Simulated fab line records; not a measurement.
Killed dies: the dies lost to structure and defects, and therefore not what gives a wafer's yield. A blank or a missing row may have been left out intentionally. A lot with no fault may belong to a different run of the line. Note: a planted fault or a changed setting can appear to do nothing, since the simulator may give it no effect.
fab line records	flow n5_finfet	part 2 of 2: steps 5 to 6 of 6
[record] lots = 23	wafers = 69	last_day = 19
route steps=1938 shown FIN_SAQP@95
lots untouched by any fault: they come from a run of this same line in which no faults occurred
start_h: hours from the record's opening day to when the first of the lot's shown wafers began	wait_h: hours elapsed since this lot's preceding step	" same as the row above	L1.1+2: a single row standing in for several wafers	- no value present, or no start provided	* or withheld: withheld	< > ~ a bound
route shown NAME@n: NAME is a module with steps in the file, n the number in the route of the first one	usual: mean/standard deviation of fault-free wafers	same: alike in all rows	chamber/n: place in a boat	sites: readings site by site	_std_site: standard deviation of those values	_edge_site: mean of outer sites minus mean of inner sites	radius_mm: for every site, how far away it sits from the centre of the wafer	mask NAME#n: copy n	behind: the tool/chamber that last shaped the wafer	hold: reason for holding the lot/hours on hold/outcome of the hold	device: names the non-switching transistor (n, p or np)	end of line: tests of these same wafers at the route's end	a step with no rows: only its recipe	killed: dies lost to structure and defects at the first sort, not the wafer's yield	map: the dies of a wafer, with x for killed, . for not killed, _ for no die there
set.NAME: the setting the step ran with; set.NAME@STEP: the setting that earlier step ran with	model.NAME: the simulator's own value behind a step, which no gauge read
steps of the route over a sample of lots; a table a step, a row a wafer
services: the hour from which a tool's chamber was out of use, counted from the record's first day as start_h (under 0 if before that day), plus the number of hours and why
[[steps]]
[step N5_FIN_SAQP_ETCH_64]
[recipe] chemistry = CF4	target = SiO2	target_depth_a = 15	ion_energy_ev = 350	pressure_mtorr = 10	icp_w = 800	bias_w = 400	cf4_flow_sccm = 80
[usual] chamber_pressure_mTorr = 10.000/0.0097	drypump_motor_current_A = 5.70/0.25	oes_product_au = 1.003/0.022	throttle_valve_pct = 21.87/0.23
lot.wafer	tool	chamber	start_h	wait_h	chamber_pressure_mTorr	drypump_motor_current_A	oes_product_au	rf_hours_counter_h	throttle_valve_pct
L074.1	rie_si-06	1	26.42	0.0	10.007	5.44	0.985	51	22.42
L074.4	"	0	"	"	10.017	5.40	0.986	16	21.46
L074.6	"	2	"	"	10.001	5.07	1.015	-	21.85
L075.2	rie_si-03	2	31.94	0.0	9.998	6.10	1.043	110	22.00
L075.3	"	3	"	"	10.004	5.78	1.044	199	21.92
L075.5	"	1	"	"	9.997	5.60	0.981	-	21.71
L076.1	rie_si-03	3	38.76	0.0	9.994	5.77	1.035	200	21.89
L076.2	"	2	"	"	9.994	6.14	1.027	110	21.99
L076.4	"	1	"	"	10.002	5.59	0.993	131	21.71
L077.3	rie_si-03	2	45.28	0.0	10.016	6.11	1.032	110	22.01
L077.5	"	0	"	"	9.999	5.82	0.987	-	21.78
L077.6	"	3	"	"	10.013	5.79	1.041	-	21.91
L078.1	rie_si-03	3	50.47	0.0	10.003	5.76	1.035	200	21.91
L078.5	"	3	"	"	10.001	5.77	1.042	-	21.90
L078.6	"	0	"	"	10.014	5.80	1.000	-	21.78
L079.4	rie_si-06	0	56.01	0.0	9.994	5.39	0.982	16	21.46
L079.5	"	0	"	"	10.001	5.41	0.970	-	21.47
L079.6	"	3	"	"	10.008	5.72	0.955	-	22.04
L080.1	rie_si-03	2	62.40	0.0	9.963	6.15	1.026	110	22.00
L080.3	"	1	"	"	10.019	5.55	0.988	131	21.72
L080.6	"	3	"	"	10.005	5.75	1.034	-	21.89
L081.2	rie_si-03	3	67.96	0.0	9.995	5.75	1.037	200	21.91
L081.4	"	1	"	"	9.984	5.62	0.978	131	21.72
L081.5	"	2	"	"	9.998	6.17	1.029	-	22.01
L082.1	rie_si-05	0	73.88	0.0	9.986	5.54	0.996	116	22.06
L082.2	"	3	"	"	9.998	5.79	0.997	68	21.99
L082.4	"	1	"	"	9.998	5.66	0.988	4	21.40
L083.1	rie_si-03	3	79.97	0.0	9.996	5.74	1.036	200	21.92
L083.3	"	0	"	"	10.009	5.82	0.993	97	21.77
L083.5	"	3	"	"	10.002	5.75	1.033	-	21.92
L084.4	rie_si-03	3	86.45	0.0	9.998	5.77	1.030	201	21.92
L084.5	"	3	"	"	9.998	5.77	1.049	-	21.91
L084.6	"	2	"	"	10.009	6.12	1.023	-	22.03
L086.2	rie_si-03	0	99.34	0.0	10.006	5.82	0.998	97	21.79
L086.5	"	2	"	"	10.007	6.14	1.031	-	22.00
L086.6	"	0	"	"	9.996	5.82	1.004	-	21.78
L087.4	rie_si-05	0	104.05	0.0	10.007	5.54	1.005	117	22.07
L087.5	"	0	"	"	10.002	5.55	0.995	-	22.09
L087.6	"	1	"	"	9.999	5.66	0.988	-	21.42
L088.1	rie_si-03	2	109.85	0.0	10.018	6.16	1.033	111	22.00
L088.2	"	1	"	"	9.993	5.60	0.986	132	21.71
L088.4	"	3	"	"	9.998	5.74	1.015	0	21.92
L089.1	rie_si-05	3	115.92	0.0	10.003	5.78	0.997	69	21.97
L089.5	"	0	"	"	9.995	5.55	0.991	-	22.07
L089.6	"	1	"	"	10.008	5.66	0.993	-	21.40
L090.1	rie_si-05	1	126.15	0.0	10.016	5.63	0.996	5	21.43
L090.4	"	0	"	"	9.987	5.53	0.998	117	22.07
L090.6	"	3	"	"	9.994	5.79	1.004	-	21.96
L091.2	rie_si-06	3	130.69	0.0	10.006	5.71	0.974	89	22.04
L091.3	"	1	"	"	9.999	5.50	0.971	52	22.42
L091.6	"	2	"	"	9.998	5.06	1.021	-	21.87
L092.1	rie_si-05	1	134.35	0.0	9.996	5.64	0.996	5	21.42
L092.2	"	2	"	"	9.986	5.86	1.009	176	21.89
L092.3	"	0	"	"	9.983	5.55	0.998	117	22.09
L093.2	rie_si-03	3	141.83	0.0	9.997	5.74	1.021	1	21.92
L093.3	"	2	"	"	9.993	6.16	1.026	112	22.00
L093.4	"	0	"	"	10.002	5.79	1.003	98	21.78
L094.2	rie_si-06	3	145.43	0.0	9.997	5.71	0.975	89	22.05
L094.3	"	0	"	"	10.010	5.39	0.980	18	21.45
L094.4	"	1	"	"	9.993	5.47	0.968	53	22.43
L095.1	rie_si-06	3	152.33	0.0	9.997	5.73	0.965	90	22.05
L095.4	"	1	"	"	10.003	5.49	0.979	53	22.42
L095.5	"	0	"	"	10.002	5.44	0.973	-	21.46
L096.1	rie_si-05	3	158.52	0.0	9.987	5.77	1.010	70	21.98
L096.2	"	2	"	"	10.006	5.87	1.006	177	21.87
L096.4	"	0	"	"	9.993	5.54	1.007	118	22.08
L097.3	rie_si-06	1	165.08	0.0	9.985	5.45	0.971	53	22.43
L097.4	"	2	"	"	9.995	5.07	1.014	65	21.84
L097.5	"	3	"	"	9.993	5.71	0.966	-	22.05
[step N5_FIN_SAQP_FIN_ETCH_36]
[recipe] chemistry = HBr/Cl2/O2	target_depth_a = 1200	mask_material = SiNx	time_s = 50.4	bias_w = 102	pressure_mtorr = 10	icp_w = 800	HBr_flow_sccm = 150	Cl2_flow_sccm = 80	O2_flow_sccm = 12
[usual] chamber_pressure_mTorr = 9.999/0.0094	drypump_motor_current_A = 5.70/0.26	oes_product_au = 1.002/0.021	throttle_valve_pct = 36.10/0.29
lot.wafer	tool	chamber	start_h	wait_h	chamber_pressure_mTorr	drypump_motor_current_A	oes_product_au	rf_hours_counter_h	throttle_valve_pct
L074.1	rie_si-06	1	26.44	0.0	10.011	5.49	0.985	51	36.99
L074.4	"	0	"	"	10.002	5.40	0.990	16	35.88
L074.6	"	2	"	"	10.006	5.04	1.015	-	35.61
L075.2	rie_si-03	2	31.96	0.0	10.005	6.13	1.028	110	36.22
L075.3	"	3	"	"	9.991	5.78	1.042	199	35.98
L075.5	"	1	"	"	9.976	5.62	0.975	-	36.22
L076.1	rie_si-03	3	38.78	0.0	10.005	5.74	1.034	200	35.99
L076.2	"	2	"	"	10.004	6.19	1.036	110	36.25
L076.4	"	1	"	"	9.990	5.64	0.975	131	36.21
L077.3	rie_si-03	2	45.30	0.0	10.003	6.14	1.026	110	36.26
L077.5	"	0	"	"	9.994	5.81	0.984	-	36.16
L077.6	"	3	"	"	9.985	5.77	1.024	-	35.97
L078.1	rie_si-03	3	50.49	0.0	10.001	5.76	1.026	200	36.01
L078.5	"	3	"	"	9.985	5.77	1.029	-	35.97
L078.6	"	0	"	"	9.993	5.82	0.986	-	36.17
L079.4	rie_si-06	0	56.03	0.0	10.017	5.41	0.993	16	35.88
L079.5	"	0	"	"	9.997	5.39	0.986	-	35.91
L079.6	"	3	"	"	10.003	5.71	0.972	-	36.25
L080.1	rie_si-03	2	62.42	0.0	10.006	6.17	1.031	110	36.24
L080.3	"	1	"	"	10.011	5.59	0.985	131	36.20
L080.6	"	3	"	"	10.003	5.80	1.042	-	35.96
L081.2	rie_si-03	3	67.98	0.0	10.003	5.78	1.027	200	35.99
L081.4	"	1	"	"	9.993	5.61	0.976	131	36.23
L081.5	"	2	"	"	10.005	6.14	1.019	-	36.25
L082.1	rie_si-05	0	73.90	0.0	9.988	5.58	0.998	116	36.21
L082.2	"	3	"	"	10.008	5.78	0.995	68	36.21
L082.4	"	1	"	"	9.982	5.63	0.989	4	35.59
L083.1	rie_si-03	3	79.99	0.0	9.997	5.77	1.032	200	35.99
L083.3	"	0	"	"	10.009	5.83	0.994	97	36.16
L083.5	"	3	"	"	9.995	5.77	1.030	-	35.99
L084.4	rie_si-03	3	86.47	0.0	9.981	5.76	1.021	201	35.99
L084.5	"	3	"	"	10.007	5.76	1.021	-	36.00
L084.6	"	2	"	"	9.984	6.10	1.022	-	36.26
L086.2	rie_si-03	0	99.36	0.0	10.004	5.78	1.000	97	36.15
L086.5	"	2	"	"	10.007	6.18	1.026	-	36.25
L086.6	"	0	"	"	10.007	5.80	0.980	-	36.16
L087.4	rie_si-05	0	104.07	0.0	9.998	5.56	0.998	117	36.20
L087.5	"	0	"	"	10.002	5.57	1.012	-	36.19
L087.6	"	1	"	"	10.019	5.67	0.999	-	35.56
L088.1	rie_si-03	2	109.87	0.0	9.999	6.15	1.041	111	36.21
L088.2	"	1	"	"	9.998	5.58	0.970	132	36.21
L088.4	"	3	"	"	10.011	5.77	1.023	0	36.19
L089.1	rie_si-05	3	115.94	0.0	9.993	5.75	1.003	69	36.19
L089.5	"	0	"	"	9.987	5.52	0.993	-	36.22
L089.6	"	1	"	"	9.992	5.64	0.989	-	35.57
L090.1	rie_si-05	1	126.17	0.0	9.980	5.65	0.997	5	35.57
L090.4	"	0	"	"	9.993	5.56	0.996	117	36.21
L090.6	"	3	"	"	9.995	5.79	0.999	-	36.20
L091.2	rie_si-06	3	130.71	0.0	9.995	5.71	0.980	89	36.25
L091.3	"	1	"	"	10.006	5.48	0.971	52	36.99
L091.6	"	2	"	"	9.991	5.06	1.027	-	35.60
L092.1	rie_si-05	1	134.37	0.0	10.010	5.64	0.998	5	35.58
L092.2	"	2	"	"	9.981	5.88	1.022	176	35.89
L092.3	"	0	"	"	10.004	5.59	1.001	117	36.20
L093.2	rie_si-03	3	141.85	0.0	9.996	5.76	1.012	1	36.18
L093.3	"	2	"	"	9.995	6.16	1.030	112	36.24
L093.4	"	0	"	"	9.989	5.86	1.005	98	36.13
L094.2	rie_si-06	3	145.45	0.0	9.992	5.72	0.975	89	36.24
L094.3	"	0	"	"	10.018	5.40	0.991	18	35.87
L094.4	"	1	"	"	9.977	5.47	0.983	53	36.97
L095.1	rie_si-06	3	152.35	0.0	9.985	5.70	0.973	90	36.23
L095.4	"	1	"	"	9.989	5.43	0.986	53	36.96
L095.5	"	0	"	"	10.003	5.41	1.004	-	35.88
L096.1	rie_si-05	3	158.54	0.0	10.000	5.78	0.999	70	36.19
L096.2	"	2	"	"	9.996	5.88	1.013	177	35.91
L096.4	"	0	"	"	10.005	5.60	0.991	118	36.21
L097.3	rie_si-06	1	165.10	0.0	9.993	5.47	0.978	53	36.96
L097.4	"	2	"	"	10.006	5.06	1.012	65	35.63
L097.5	"	3	"	"	9.995	5.73	0.984	-	36.23
[[services]]
tool	chamber	start_h	hours	kind
rie_si-05	0	15.89	1.3	repair
rie_si-03	-	26.09	2.8	pm
rie_si-03	0	30.35	5.1	repair
rie_diel-05	1	31.86	-	clean
rie_diel-05	1	31.86	-	consumable_replace:focus_ring
rie_diel-05	1	31.86	15.0	scheduled_down
rie_diel-05	1	31.86	15.0	vent_cycle
rie_diel-05	3	46.87	-	clean
rie_diel-05	3	46.87	-	consumable_replace:focus_ring
rie_si-05	0	53.87	3.9	repair
rie_si-06	2	72.61	4.5	repair
rie_si-03	3	90.02	-	clean
rie_si-03	3	90.02	18.1	scheduled_down
rie_si-03	3	90.02	18.1	vent_cycle
rie_si-06	1	91.38	24.7	repair
rie_si-05	0	105.60	3.3	repair
rie_si-06	3	106.73	3.9	repair
rie_diel-04	2	111.08	2.3	repair
rie_diel-04	0	114.22	9.2	repair
rie_diel-05	1	122.72	2.8	repair
rie_diel-04	0	124.38	7.7	repair
rie_diel-03	0	133.02	5.2	repair
rie_diel-04	3	151.07	9.0	repair
rie_si-03	0	152.81	23.6	repair
